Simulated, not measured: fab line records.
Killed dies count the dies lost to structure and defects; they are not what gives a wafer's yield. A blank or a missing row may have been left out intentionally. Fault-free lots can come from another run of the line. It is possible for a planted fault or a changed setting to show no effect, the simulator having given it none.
fab line records	flow n5_finfet
[record] lots = 7	wafers = 21
route steps=1938 shown BEOL_M5@1160 BEOL_M7@1267
start_h: hours from the record's opening day to when the first of the lot's shown wafers began	wait_h: time in hours since the lot's previous step	" identical to the entry in the row above	L1.1+2: several wafers, shown together as one row	- value missing, or start not given	* or withheld: withheld	< > ~ a bound
route shown NAME@n: a module of which the file shows steps, and the number in the route of the first	usual: mean/standard deviation taken from wafers without a fault	same: alike in all rows	chamber/n: place in a boat	sites: the reading at each site	_std_site: standard deviation across them	_edge_site: inner sites' mean taken away from outer sites' mean	radius_mm: for every site, how far away it sits from the centre of the wafer	mask NAME#n: copy n	behind: the tool/chamber that last shaped the wafer	hold: the reason the lot was held/the length of the hold in hours/how it ended	device: names the non-switching transistor (n, p or np)	end of line: tests of these same wafers at the route's end	for a step that has no rows: nothing shown but its recipe	killed: at the first sort, the dies lost to defects and structure; wafer yield is something else	map: a wafer's dies, x killed, . not, _ none there
set.NAME: the run value of the setting; set.NAME@STEP: its run value at that earlier step	model.NAME: the simulator's own value behind a step, which no gauge read
lots where settings were altered on purpose, with a table for each step and a row for each wafer
[[steps]]
[step N5_BEOL_M5_TRENCH_ETCH_37]
[recipe] chemistry = C4F6/O2	target_depth_a = 716.52	target = SiCOH_lowk	time_s = 24.7	ion_energy_ev = 250	pressure_mtorr = 30	source_w = 345	bias_w = 185	Ar_flow_sccm = 300	C4F6_flow_sccm = 10	O2_flow_sccm = 10
lot.wafer	tool	chamber	start_h	wait_h	set.time_s	model.etch.depth_nm	model.BEOL_M5.feature_depth_nm
L078.1	rie_diel-03	2	-	-	22.8	63.89	63.8
L078.4	"	3	"	"	24.7	73.89	73.8
L078.6	"	2	"	"	24.7	69.39	69.4
L079.2	rie_diel-03	3	-	-	24.7	73.15	73.2
L079.3	"	1	"	"	20.41	56.91	57
L079.5	"	1	"	"	20.41	56.98	57
L082.4	rie_diel-04	0	-	-	20.48	58.75	58.8
L082.5	"	0	"	"	20.48	60.04	60
L082.6	"	1	"	"	24.7	71.2	71.2
L083.2	rie_diel-04	3	-	-	30	86.83	86.8
L083.4	"	0	"	"	30	86.27	86.2
L083.6	"	0	"	"	24.7	71.9	71.8
L086.3	rie_diel-01	2	-	-	24.7	69.41	69.4
L086.5	"	3	"	"	24.7	74.16	74.2
L086.6	"	0	"	"	24.7	71.97	72
L093.1	rie_diel-03	2	-	-	24.7	69.4	69.4
L093.5	"	0	"	"	24.7	70.7	70.6
L093.6	"	3	"	"	24.7	73.04	73
L097.1	rie_diel-04	1	-	-	24.7	69.22	69.2
L097.5	"	0	"	"	20.19	60.29	60.2
L097.6	"	3	"	"	24.7	71.68	71.6
[step N5_BEOL_M5_ETCH_41]
[recipe] chemistry = CH3F/O2	target = SiCN	target_depth_a = 315	taper_deg = 2	time_s = 56.7	ion_energy_ev = 120	mask_material = TiN	pressure_mtorr = 30	source_w = 395	bias_w = 75	Ar_flow_sccm = 150	CH3F_flow_sccm = 30	O2_flow_sccm = 20
[step N5_BEOL_M5_STRIP_91]
[recipe] chemistry = N2/H2	time_s = 10	power_w = 450	temp_c = 40	pressure_mtorr = 20	rf_frequency_hz = 6e+07	bias_power_w = 7	n2_flow_sccm = 200	h2_flow_sccm = 200
[step N5_BEOL_M5_OCD_MEAS_38]
[usual] trench_depth_nm = 71.2/1.6
lot.wafer	tool	chamber	start_h	wait_h	set.time_s@BEOL_M5_TRENCH_ETCH_37	trench_depth_nm
L078.1	ocd-01	-	225.18	-	22.8	64.7
L078.4	"	-	"	"	24.7	73.9
L078.6	"	-	"	"	24.7	69.2
L079.2	ocd-02	-	244.68	-	24.7	73.2
L079.3	"	-	"	"	20.41	57.5
L079.5	"	-	"	"	20.41	57.2
L082.4	ocd-01	-	251.77	-	20.48	59.2
L082.5	"	-	"	"	20.48	60.2
L082.6	"	-	"	"	24.7	71.2
L083.2	ocd-01	-	254.13	-	30	86.9
L083.4	"	-	"	"	30	86.5
L083.6	"	-	"	"	24.7	71.5
L086.3	ocd-02	-	286.35	-	24.7	68.9
L086.5	"	-	"	"	24.7	74.4
L086.6	"	-	"	"	24.7	72.3
L093.1	ocd-02	-	323.77	-	24.7	69.8
L093.5	"	-	"	"	24.7	71.2
L093.6	"	-	"	"	24.7	72.7
L097.1	ocd-01	-	352.29	-	24.7	68.6
L097.5	"	-	"	"	20.19	60.1
L097.6	"	-	"	"	24.7	71.9
[step N5_BEOL_M5_ALD_86]
[recipe] material = TaN	target_thk_a = *	temp_c = 275	ald_precursor_family = PDMAT	ald_co_reactant = NH3	pressure_torr = 3	carrier_flow_sccm = 1500	pulse_time_s = 2	purge_time_s = 3	co_reactant_purge_time_s = 2	co_reactant_pulse_time_s = 3	ald_cycles = 30	precursor_vessel_temp_c = 75	precursor_vessel_pressure_torr = 26.25	precursor_vessel_carrier_sccm = 1000
lot.wafer	tool	chamber	start_h	wait_h	set.ald_cycles
L078.1	ald_metal-02	2	226.06	0.0	32
L078.4+6	"	1,0	"	"	30
L079.2+3+5	ald_metal-01	2,1,2	247.23	0.0	30
L082.4+5	ald_metal-02	0,1	252.78	0.2	34
L082.6	"	2	"	"	30
L083.2+4	ald_metal-02	2,1	255.25	0.1	30
L083.6	"	0	"	"	32
L086.3+5+6	ald_metal-02	2,3,2	287.31	0.1	30
L093.1+6	ald_metal-01	3	324.77	0.0	30
L093.5	"	2	"	"	33
L097.1+5+6	ald_metal-03	0,1,2	353.39	0.0	30
[step N5_BEOL_M5_SURFACE_TREAT_87]
[recipe] gas = Ar	time_s = *	ion_energy_ev = *	ion_current_ma_cm2 = 0.5	pressure_mtorr = *	ar_flow_sccm = 30
[step N5_BEOL_M5_CVD_47]
[recipe] material = Co	target_thk_a = 30	temp_c = withheld	precursor = CCTBA/H2	pressure_torr = 30	time_s = 216
[step N5_BEOL_M5_ECD_50]
[recipe] material = Cu	target_thk_a = 3000
[step N5_BEOL_M5_ANNEAL_51]
[recipe] temp_c = 225	time_s = 90	ambient = N2
[step N5_BEOL_M5_CMP_52]
[recipe] stop_on = SiCOH_lowk	t_overpolish_s = 6.9	down_force_psi = 1	platen_rpm = 50	clearing_platen_down_force_psi = 1.5	clearing_platen_rpm = 50	post_cmp_clean = cu_alkaline	target_thk_nm = 62	clearing_platen_pad_velocity_m_s = 0.99484	pad_velocity_m_s = 0.99484
lot.wafer	tool	chamber	start_h	wait_h	set.time_s@BEOL_M5_TRENCH_ETCH_37	model.Cu_of_BEOL_M5_ECD_50.thk_nm
L078.4	cmp-02	3	232.68	0.3	24.7	64
L078.1	"	0	"	"	22.8	55
L078.6	"	2	"	"	24.7	59.6
L079.2	cmp-01	1	252.66	0.2	24.7	60.6
L079.3	"	2	"	"	20.41	45.2
L079.5	"	0	"	"	20.41	46.4
L082.4	cmp-01	0	258.10	0.2	20.48	48.4
L082.6	"	1	"	"	24.7	60.4
L082.5	"	2	"	"	20.48	49.8
L083.4	cmp-01	0	260.84	0.1	30	76.8
L083.2	"	2	"	"	30	76.6
L083.6	"	1	"	"	24.7	61
L086.3	cmp-02	0	292.77	0.2	24.7	60.2
L086.5	"	0	"	"	24.7	64.6
L086.6	"	1	"	"	24.7	60.8
L093.1	cmp-02	2	330.84	0.3	24.7	60
L093.6	"	2	"	"	24.7	63.8
L093.5	"	3	"	"	24.7	61
L097.1	cmp-01	3	358.80	0.3	24.7	60
L097.5	"	1	"	"	20.19	49.4
L097.6	"	2	"	"	24.7	62.6
[step N5_BEOL_M5_THK_MEAS_53]
[recipe] thk_meas_gauge = xrf	reads = Cu_of_BEOL_M5_ECD_50
[usual] M5_THK = 61.0/1.8
lot.wafer	tool	chamber	start_h	wait_h	set.time_s@BEOL_M5_TRENCH_ETCH_37	M5_THK[nm]
L078.1	film_metro-02	-	232.94	-	22.8	54.2
L078.4	"	-	"	"	24.7	63.0
L078.6	"	-	"	"	24.7	58.7
L079.2	film_metro-02	-	252.91	-	24.7	59.1
L079.3	"	-	"	"	20.41	44.1
L079.5	"	-	"	"	20.41	45.2
L082.4	film_metro-02	-	258.28	-	20.48	47.7
L082.5	"	-	"	"	20.48	49.1
L082.6	"	-	"	"	24.7	60.0
L083.2	film_metro-01	-	261.14	-	30	76.0
L083.4	"	-	"	"	30	75.8
L083.6	"	-	"	"	24.7	60.2
L086.3	film_metro-02	-	293.06	-	24.7	59.9
L086.5	"	-	"	"	24.7	64.1
L086.6	"	-	"	"	24.7	60.4
L093.1	film_metro-01	-	331.13	-	24.7	59.6
L093.5	"	-	"	"	24.7	60.6
L093.6	"	-	"	"	24.7	63.4
L097.1	film_metro-02	-	359.02	-	24.7	59.0
L097.5	"	-	"	"	20.19	48.5
L097.6	"	-	"	"	24.7	62.0
[step N5_BEOL_M5_PRE_CLEAN_77]
[recipe] gas = NH3/H2	time_s = 15	temp_c = *	rf_power_w = 300
[step N5_BEOL_M5_CO_CAP_78]
[recipe] material = Co	target_thk_a = 20	temp_c = 200	precursor = CCTBA/H2	pressure_torr = 30	time_s = 102.1
[step N5_BEOL_M5_PRE_CLEAN_55]
[recipe] gas = NH3	time_s = 15	temp_c = withheld	rf_power_w = 300
[step N5_BEOL_M5_DEP_56]
[recipe] material = SiCN	target_thk_a = 80	temp_c = withheld	precursor = 3MS/NH3	pressure_torr = 3	rf_w = 202	time_s = 14
[step N5_BEOL_M5_RS_MEAS_57]
[recipe] thk_meas_gauge = four-point-probe	reads = Co_of_BEOL_M5_CO_CAP_78+Cu_of_BEOL_M5_ECD_50+Co_of_BEOL_M5_CVD_47+TaN_of_BEOL_M5_ALD_86
[usual] M5_RS = 0.391/0.013
lot.wafer	tool	chamber	start_h	wait_h	set.time_s@BEOL_M5_TRENCH_ETCH_37	M5_RS[ohm/sq]
L078.1	film_metro-01	-	233.23	0.1	22.8	0.448
L078.4	"	-	"	"	24.7	0.372
L078.6	"	-	"	"	24.7	0.406
L079.2	film_metro-02	-	253.20	0.1	24.7	0.397
L079.3	"	-	"	"	20.41	0.573
L079.5	"	-	"	"	20.41	0.555
L082.4	film_metro-02	-	258.54	0.0	20.48	0.526
L082.5	"	-	"	"	20.48	0.507
L082.6	"	-	"	"	24.7	0.399
L083.2	film_metro-01	-	261.43	0.1	30	0.301
L083.4	"	-	"	"	30	0.300
L083.6	"	-	"	"	24.7	0.396
L086.3	film_metro-02	-	293.32	0.1	24.7	0.401
L086.5	"	-	"	"	24.7	0.366
L086.6	"	-	"	"	24.7	0.395
L093.1	film_metro-01	-	331.39	0.0	24.7	0.401
L093.5	"	-	"	"	24.7	0.396
L093.6	"	-	"	"	24.7	0.375
L097.1	film_metro-01	-	359.28	0.0	24.7	0.402
L097.5	"	-	"	"	20.19	0.512
L097.6	"	-	"	"	24.7	0.382
[step N5_BEOL_M7_HM_DEP_02]
[recipe] material = TiN	target_thk_a = 200	temp_c = 25	chamber_pressure_pa = 0.49996
lot.wafer	tool	chamber	start_h	wait_h	set.target_thk_a	model.TiN_of_BEOL_M7_HM_DEP_02.thk_nm
L078.1+4+6	pvd_sputter-02	-	244.37	1.9	200	20.2
L079.2+5	pvd_sputter-01	-	262.64	1.4	200	20.4
L079.3	"	-	"	"	200	20
L082.4	pvd_sputter-01	-	271.22	1.3	179.2	18.2
L082.5	"	-	"	"	200	20.4
L082.6	"	-	"	"	179.2	18
L083.2+6	pvd_sputter-03	-	271.58	0.5	200	20
L083.4	"	-	"	"	200	20.4
L086.3+6	pvd_sputter-02	-	303.86	1.3	200	19.4
L086.5	"	-	"	"	200	19.6
L093.1+5	pvd_sputter-01	-	342.01	1.4	200	19.8
L093.6	"	-	"	"	200	20
L097.1+6	pvd_sputter-02	-	373.33	3.3	175.6	17.4
L097.5	"	-	"	"	200	20
[step N5_BEOL_M7_COAT_59]
[recipe] resist = SOC	temp_c = 250	time_s = 60	spin_rpm = 1500	resist_thk_nm = 100
lot.wafer	tool	chamber	start_h	wait_h	set.spin_rpm	model.SOC_of_BEOL_M7_COAT_59.thk_nm
L078.1	litho_track-03	0	244.50	0.1	1659	94.6
L078.4	"	0	"	"	1500	99.8
L078.6	"	0	"	"	1659	95.2
L079.2	litho_track-03	0	262.77	0.1	1500	100.2
L079.3	"	0	"	"	1372	104.8
L079.5	"	0	"	"	1372	104.4
L082.4+5	litho_track-04	0	271.35	0.1	1500	99.4
L082.6	"	0	"	"	1500	99.8
L083.2	litho_track-04	0	271.71	0.1	1351	105.4
L083.4	"	0	"	"	1500	100
L083.6	"	0	"	"	1500	99.8
L086.3	litho_track-04	0	303.98	0.1	1500	100.4
L086.5	"	0	"	"	1500	100.2
L086.6	"	0	"	"	1500	100
L093.1+6	litho_track-05	0	342.13	0.1	1500	100
L093.5	"	0	"	"	1500	99.8
L097.1	litho_track-04	0	373.45	0.1	1500	99.2
L097.5	"	0	"	"	1570	97.2
L097.6	"	0	"	"	1570	97.4
[step N5_BEOL_M7_COAT_60]
[recipe] resist = SiARC	temp_c = 220	time_s = 60	spin_rpm = 1500	resist_thk_nm = 35
[step N5_BEOL_M7_COAT_05]
[recipe] resist = CAR-ArF	spin_rpm = 1500	resist_thk_nm = 90
[step N5_BEOL_M7_DESCUM_16]
[recipe] chemistry = O2	time_s = 7.9	source_power_w = 50	bias_power_w = 20	pressure_mtorr = 20	rf_frequency_hz = 2.712e+07	temp_c = 40	resist = CAR-ArF	o2_flow_sccm = 225
[step N5_BEOL_M7_ETCH_61]
[recipe] chemistry = CF4	target = SiARC	target_depth_a = 455	mask_material = CAR-ArF	time_s = 75.8	ion_energy_ev = 80	pressure_mtorr = 40	source_w = 545	bias_w = 36	Ar_flow_sccm = 100	cf4_flow_sccm = 100	ends = cleared
[step N5_BEOL_M7_ETCH_62]
[recipe] chemistry = N2/H2	target = SOC	target_depth_a = 1100	overetch_a = 220	mask_material = SiARC	temp_c = 40	time_s = 165	ion_energy_ev = 200	pressure_mtorr = 30	source_w = 840	bias_w = 150	n2_flow_sccm = 200	h2_flow_sccm = 200
lot.wafer	tool	chamber	start_h	wait_h	set.spin_rpm@BEOL_M7_COAT_59	model.etch.depth_nm
L078.1	rie_diel-03	0	245.39	0.0	1659	94.59
L078.4	"	3	"	"	1500	99.81
L078.6	"	3	"	"	1659	95.19
L079.2	rie_diel-03	1	263.19	0.0	1500	100.2
L079.3	"	0	"	"	1372	104.7
L079.5	"	2	"	"	1372	104.4
L082.4	rie_diel-01	3	272.06	0.0	1500	99.46
L082.5	"	0	"	"	1500	99.45
L082.6	"	3	"	"	1500	99.78
L083.2	rie_diel-04	3	272.39	0.0	1351	105.3
L083.4	"	1	"	"	1500	99.99
L083.6	"	3	"	"	1500	99.79
L086.3+5	rie_diel-01	2	304.53	0.0	1500	100.3
L086.6	"	1	"	"	1500	99.97
L093.1	rie_diel-03	1	342.93	0.0	1500	100
L093.5	"	3	"	"	1500	99.81
L093.6	"	2	"	"	1500	99.91
L097.1	rie_diel-03	2	374.09	0.0	1500	99.14
L097.5	"	3	"	"	1570	97.2
L097.6	"	0	"	"	1570	97.43
[step N5_BEOL_M7_STRIP_68]
[recipe] chemistry = N2/H2	temp_c = 40	n2_flow_sccm = 200	h2_flow_sccm = 200	rf_frequency_hz = 6e+07
[step N5_BEOL_M7_STRIP_67]
[recipe] chemistry = CF4	resist = SiARC	power_w = 300	bias_power_w = 75	pressure_mtorr = 50	cf4_flow_sccm = 150	rf_frequency_hz = 6e+07
[step N5_BEOL_M7_HM_OPEN_17]
[recipe] chemistry = Cl2/BCl3	target_depth_a = 200	overetch_a = 60	target = TiN	mask_material = SOC	ion_energy_ev = 150	pressure_mtorr = 10	icp_w = 1000	bias_w = 126	Cl2_flow_sccm = 53.25	bcl3_flow_sccm = 21.75	Ar_flow_sccm = 25
lot.wafer	tool	chamber	start_h	wait_h	set.target_thk_a@BEOL_M7_HM_DEP_02	model.etch.depth_nm
L078.1	rie_metal-02	0	245.58	0.0	200	20.29
L078.4	"	0	"	"	200	20.25
L078.6	"	0	"	"	200	20.12
L079.2	rie_metal-01	0	263.38	0.0	200	20.31
L079.3	"	1	"	"	200	20.03
L079.5	"	0	"	"	200	20.36
L082.4	rie_metal-01	0	272.28	0.1	179.2	18.12
L082.5	"	0	"	"	200	20.4
L082.6	"	1	"	"	179.2	18.06
L083.2	rie_metal-01	0	272.58	0.0	200	20.04
L083.4	"	1	"	"	200	20.32
L083.6	"	0	"	"	200	20.01
L086.3	rie_metal-01	1	304.75	0.1	200	19.37
L086.5	"	0	"	"	200	19.68
L086.6	"	1	"	"	200	19.38
L093.1	rie_metal-03	1	343.11	0.0	200	19.85
L093.5	"	1	"	"	200	19.8
L093.6	"	0	"	"	200	20.04
L097.1+6	rie_metal-02	1,0	374.28	0.0	175.6	17.47
L097.5	"	1	"	"	200	19.94
[step N5_BEOL_M7_VIA_ETCH_34]
[recipe] chemistry = C4F6/O2	target = SiCOH_lowk	target_depth_a = 1255	mask_material = SOC	taper_deg = 4	time_s = 50.5	ion_energy_ev = 250	pressure_mtorr = 30	source_w = 345	bias_w = 185	Ar_flow_sccm = 300	C4F6_flow_sccm = 10	O2_flow_sccm = 10
[usual] rf_vpp_V = 669/9.6
lot.wafer	tool	chamber	start_h	wait_h	set.bias_w	rf_vpp_V
L078.1	rie_diel-03	1	247.55	0.0	204.9	742
L078.4	"	0	"	"	185	656
L078.6	"	3	"	"	204.9	723
L079.2	rie_diel-01	1	264.32	0.0	185	671
L079.3	"	3	"	"	165.1	607
L079.5	"	1	"	"	185	669
L082.4	rie_diel-04	0	276.25	0.0	185	679
L082.5	"	1	"	"	185	668
L082.6	"	2	"	"	185	664
L083.2	rie_diel-03	3	276.42	0.0	194.8	695
L083.4	"	1	"	"	185	684
L083.6	"	1	"	"	194.8	712
L086.3	rie_diel-03	2	309.34	0.0	185	667
L086.5	"	0	"	"	185	654
L086.6	"	3	"	"	185	667
L093.1	rie_diel-01	2	345.27	0.0	185	650
L093.5	"	1	"	"	185	669
L093.6	"	0	"	"	185	681
L097.1	rie_diel-04	1	378.90	0.0	185	667
L097.5	"	2	"	"	201.7	711
L097.6	"	1	"	"	201.7	714
[[key]]
[split] step = N5_BEOL_M5_TRENCH_ETCH_37	setting = time_s	stated = 24.7	by = wafer
[response] step = N5_BEOL_M5_TRENCH_ETCH_37	reading = model.etch.depth_nm	change = +0.721	per = 1%	r = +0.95
[response] step = N5_BEOL_M5_TRENCH_ETCH_37	reading = model.BEOL_M5.feature_depth_nm	change = +0.722	per = 1%	r = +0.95
[response] step = N5_BEOL_M5_OCD_MEAS_38	reading = trench_depth_nm	change = +0.717	per = 1%	r = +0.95
[response] step = N5_BEOL_M5_CMP_52	reading = model.Cu_of_BEOL_M5_ECD_50.thk_nm	change = +0.73	per = 1%	r = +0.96
[response] step = N5_BEOL_M5_THK_MEAS_53	reading = M5_THK	change = +0.73	per = 1%	r = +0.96
[response] step = N5_BEOL_M5_RS_MEAS_57	reading = M5_RS	change = -0.00663	per = 1%	r = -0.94
[split] step = N5_BEOL_M5_ALD_86	setting = ald_cycles	stated = 30	by = wafer
response none clear
[split] step = N5_BEOL_M7_HM_DEP_02	setting = target_thk_a	stated = 200	by = wafer
[response] step = N5_BEOL_M7_HM_DEP_02	reading = model.TiN_of_BEOL_M7_HM_DEP_02.thk_nm	change = +0.216	per = 1%	r = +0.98
[response] step = N5_BEOL_M7_HM_OPEN_17	reading = model.etch.depth_nm	change = +0.21	per = 1%	r = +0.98
[split] step = N5_BEOL_M7_COAT_59	setting = spin_rpm	stated = 1500	by = wafer
[response] step = N5_BEOL_M7_COAT_59	reading = model.SOC_of_BEOL_M7_COAT_59.thk_nm	change = -0.501	per = 1%	r = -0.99
[response] step = N5_BEOL_M7_ETCH_62	reading = model.etch.depth_nm	change = -0.497	per = 1%	r = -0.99
[split] step = N5_BEOL_M7_VIA_ETCH_34	setting = bias_w	stated = 185	by = wafer
[response] step = N5_BEOL_M7_VIA_ETCH_34	reading = rf_vpp_V	change = +5.9	per = 1%	r = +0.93
